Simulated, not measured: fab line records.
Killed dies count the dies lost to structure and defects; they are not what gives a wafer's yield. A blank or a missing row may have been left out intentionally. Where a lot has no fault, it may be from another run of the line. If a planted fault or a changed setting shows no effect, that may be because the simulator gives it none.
Which tool did it? / flow n5_finfet / 10 lots with 29 wafers sampled at 3 steps, on a route of 1938 steps

WHAT THE GAUGES READ, wafer by wafer
N5_BEOL_M4_RC_MEAS_101. Usual: DIBL_N 37.1 mV/V, standard deviation 1.9; DIBL_P 37.2 mV/V, standard deviation 2.3; IOFF_N 0.18 nA/um, standard deviation 0.04; IOFF_P 0.23 nA/um, standard deviation 0.044; ION_N 682 uA/um, standard deviation 11; ION_P 468 uA/um, standard deviation 8.6; SS_N 71.9 mV/dec, standard deviation 0.68; SS_P 73.5 mV/dec, standard deviation 0.74; VT_N 248 mV, standard deviation 3.4; VT_P -248 mV, standard deviation 3.4.
lot=L193; measured=day 8 19:58; on=prober-02; DIBL_N (mV/V)=38.1 35.6 35.8; DIBL_P (mV/V)=37.6 34.7 34.2; IOFF_N (nA/um)=0.21 0.15 0.16; IOFF_P (nA/um)=0.31 0.24 0.24; ION_N (uA/um)=687 673 680; ION_P (uA/um)=479 473 473; SS_N (mV/dec)=72.3 71.4 70.9; SS_P (mV/dec)=74.1 73.8 73.1; VT_N (mV)=246 248 247; VT_P (mV)=-240 -245 -246; flag=
lot=L192; measured=day 8 23:04; on=prober-02; DIBL_N (mV/V)=33.6 35.1 34.7; DIBL_P (mV/V)=34.6 36.4 36.5; IOFF_N (nA/um)=0.13 0.16 0.15; IOFF_P (nA/um)=0.19 0.22 0.22; ION_N (uA/um)=662 683 676; ION_P (uA/um)=461 468 475; SS_N (mV/dec)=71.1 71.5 71.6; SS_P (mV/dec)=73.4 74.3 73.2; VT_N (mV)=254 251 252; VT_P (mV)=-249 -245 -249; flag=
lot=L195; measured=day 9 00:59; on=prober-01; DIBL_N (mV/V)=40.9 38.7 39.4; DIBL_P (mV/V)=38.9 35.7 37.6; IOFF_N (nA/um)=0.24 0.19 0.19; IOFF_P (nA/um)=0.29 0.22 0.25; ION_N (uA/um)=696 677 678; ION_P (uA/um)=474 460 463; SS_N (mV/dec)=72.2 71.5 71.9; SS_P (mV/dec)=73.9 72.8 73.9; VT_N (mV)=242 246 248; VT_P (mV)=-246 -248 -248; flag=
lot=L197; measured=day 9 06:25; on=prober-02; DIBL_N (mV/V)=32.9 35.6 34.9; DIBL_P (mV/V)=33.4 35.8 34.8; IOFF_N (nA/um)=0.11 0.16 0.15; IOFF_P (nA/um)=0.16 0.19 0.17; ION_N (uA/um)=660 679 670; ION_P (uA/um)=455 461 460; SS_N (mV/dec)=70.7 71.8 72.0; SS_P (mV/dec)=72.0 72.5 72.5; VT_N (mV)=254 248 249; VT_P (mV)=-254 -252 -254; flag=
lot=L205; measured=day 11 16:00; on=prober-02; DIBL_N (mV/V)=34.2 38.1 39.3; DIBL_P (mV/V)=33.6 38.7 41.4; IOFF_N (nA/um)=0.12 0.18 0.20; IOFF_P (nA/um)=0.17 0.23 0.28; ION_N (uA/um)=650 687 679; ION_P (uA/um)=453 467 460; SS_N (mV/dec)=71.5 71.6 72.3; SS_P (mV/dec)=72.0 73.6 74.5; VT_N (mV)=253 251 250; VT_P (mV)=-255 -249 -245; flag=
lot=L206; measured=day 11 21:11; on=prober-01; DIBL_N (mV/V)=40.2 37.6 39.0; DIBL_P (mV/V)=42.0 39.5 39.6; IOFF_N (nA/um)=0.26 0.20 0.22; IOFF_P (nA/um)=0.30 0.26 0.25; ION_N (uA/um)=697 687 681; ION_P (uA/um)=471 465 455; SS_N (mV/dec)=73.5 72.0 72.6; SS_P (mV/dec)=74.6 74.1 74.0; VT_N (mV)=244 246 246; VT_P (mV)=-245 -248 -247; flag=
lot=L207; measured=day 12 01:38; on=prober-02; DIBL_N (mV/V)=38.1 37.3 37.4; DIBL_P (mV/V)=37.8 37.4 37.3; IOFF_N (nA/um)=0.16 0.18 0.16; IOFF_P (nA/um)=0.21 0.22 0.21; ION_N (uA/um)=685 687 676; ION_P (uA/um)=469 471 470; SS_N (mV/dec)=71.9 72.5 72.7; SS_P (mV/dec)=73.6 73.9 72.8; VT_N (mV)=250 247 251; VT_P (mV)=-252 -251 -251; flag=
lot=L212; measured=day 13 06:49; on=prober-01; DIBL_N (mV/V)=36.3 32.8; DIBL_P (mV/V)=37.3 33.6; IOFF_N (nA/um)=0.19 0.13; IOFF_P (nA/um)=0.26 0.20; ION_N (uA/um)=689 652; ION_P (uA/um)=471 457; SS_N (mV/dec)=72.2 71.2; SS_P (mV/dec)=73.4 71.7; VT_N (mV)=246 253; VT_P (mV)=-245 -250; flag=
lot=L211; measured=day 13 07:31; on=prober-02; DIBL_N (mV/V)=35.7 40.3 36.5; DIBL_P (mV/V)=36.0 39.2 36.0; IOFF_N (nA/um)=0.16 0.23 0.16; IOFF_P (nA/um)=0.20 0.24 0.20; ION_N (uA/um)=685 684 685; ION_P (uA/um)=469 461 468; SS_N (mV/dec)=70.9 72.7 71.6; SS_P (mV/dec)=73.0 74.4 73.3; VT_N (mV)=248 245 249; VT_P (mV)=-250 -252 -253; flag=
lot=L213; measured=day 13 09:58; on=prober-02; DIBL_N (mV/V)=36.4 36.8 37.0; DIBL_P (mV/V)=36.7 36.7 37.2; IOFF_N (nA/um)=0.17 0.17 0.18; IOFF_P (nA/um)=0.21 0.22 0.23; ION_N (uA/um)=672 671 675; ION_P (uA/um)=459 454 460; SS_N (mV/dec)=71.2 72.2 71.9; SS_P (mV/dec)=73.0 73.5 73.8; VT_N (mV)=248 248 247; VT_P (mV)=-252 -250 -250; flag=

N5_BEOL_M6_THK_MEAS_53: measures by xrf. Usual: M6_THK typically reads 80.9 nm, with standard deviation 2.1.
lot=L193; measured=day 9 15:43; on=film_metro-02; M6_THK (nm)=85.6 84.5 85.2; flag=
lot=L192; measured=day 9 22:11; on=film_metro-01; M6_THK (nm)=79.6 84.0 81.9; flag=
lot=L195; measured=day 9 21:26; on=film_metro-01; M6_THK (nm)=81.1 78.4 79.7; flag=
lot=L197; measured=day 10 04:13; on=film_metro-01; M6_THK (nm)=79.9 80.2 79.7; flag=
lot=L205; measured=day 12 10:12; on=film_metro-01; M6_THK (nm)=80.1 80.9 80.7; flag=
lot=L206; measured=day 12 18:35; on=film_metro-01; M6_THK (nm)=83.0 85.3 82.0; flag=
lot=L207; measured=day 12 20:41; on=film_metro-01; M6_THK (nm)=77.5 77.9 78.8; flag=
lot=L212; measured=day 14 02:50; on=film_metro-02; M6_THK (nm)=78.9 79.1; flag=
lot=L211; measured=day 14 02:37; on=film_metro-02; M6_THK (nm)=79.5 79.9 80.2; flag=
lot=L213; measured=day 14 08:13; on=film_metro-01; M6_THK (nm)=80.7 81.4 79.0; flag=

EACH LOT AND THE TOOL THAT RAN IT (in order: tool; ch and the chambers of the sampled wafers; start)
lot=L193; N5_BEOL_M6_DEGAS_44=pvd_sputter-02, day 9 13:49
lot=L192; N5_BEOL_M6_DEGAS_44=pvd_sputter-02, day 9 20:05
lot=L195; N5_BEOL_M6_DEGAS_44=pvd_sputter-02, day 9 20:00
lot=L197; N5_BEOL_M6_DEGAS_44=pvd_sputter-03, day 10 02:46
lot=L205; N5_BEOL_M6_DEGAS_44=pvd_sputter-01, day 12 08:30
lot=L206; N5_BEOL_M6_DEGAS_44=pvd_sputter-02, day 12 16:35
lot=L207; N5_BEOL_M6_DEGAS_44=pvd_sputter-03, day 12 19:14
lot=L212; N5_BEOL_M6_DEGAS_44=pvd_sputter-01, day 14 01:07
lot=L211; N5_BEOL_M6_DEGAS_44=pvd_sputter-02, day 14 01:06
lot=L213; N5_BEOL_M6_DEGAS_44=pvd_sputter-01, day 14 06:16
- N5_BEOL_M6_DEGAS_44: time 60 s.

AS READ BY THE TOOLS THEMSELVES (means over the sampled wafers that have a number; for cases with no such wafer, the mark the record gives instead)
N5_BEOL_M6_DEGAS_44. Usual: heater_power_w 352 W, standard deviation 29; susceptor_temp_C 249.98 C, standard deviation 0.16.
lot=L193; tool=pvd_sputter-02; heater_power_w (W)=375; susceptor_temp_C (C)=249.92; flag=
lot=L192; tool=pvd_sputter-02; heater_power_w (W)=366; susceptor_temp_C (C)=250.00; flag=
lot=L195; tool=pvd_sputter-02; heater_power_w (W)=351; susceptor_temp_C (C)=250.27; flag=
lot=L197; tool=pvd_sputter-03; heater_power_w (W)=338; susceptor_temp_C (C)=249.86; flag=
lot=L205; tool=pvd_sputter-01; heater_power_w (W)=325; susceptor_temp_C (C)=250.08; flag=
lot=L206; tool=pvd_sputter-02; heater_power_w (W)=365; susceptor_temp_C (C)=249.97; flag=
lot=L207; tool=pvd_sputter-03; heater_power_w (W)=341; susceptor_temp_C (C)=250.17; flag=
lot=L212; tool=pvd_sputter-01; heater_power_w (W)=308; susceptor_temp_C (C)=250.12; flag=
lot=L211; tool=pvd_sputter-02; heater_power_w (W)=356; susceptor_temp_C (C)=249.75; flag=
lot=L213; tool=pvd_sputter-01; heater_power_w (W)=348; susceptor_temp_C (C)=249.97; flag=

THE ANSWER, worked out from the rows above alone
Rule: take the mean of a lot's wafers that have a number; if it is more than 3 standard deviations from the usual mean, the lot is off. Also off: a lot with no number at a reading for which 4 or more lots have one. All remaining lots with rows at the step are treated as sound. First the gauges in route order, then the tools' own readings, where a lot's mean is used as printed above. At the first step where some lot is off, the reading lying furthest off is the one used; lots without a number count as furthest.
Nothing can be told from this: no lot is off at any reading shown.

WHAT THE SIMULATOR HAD PUT IN
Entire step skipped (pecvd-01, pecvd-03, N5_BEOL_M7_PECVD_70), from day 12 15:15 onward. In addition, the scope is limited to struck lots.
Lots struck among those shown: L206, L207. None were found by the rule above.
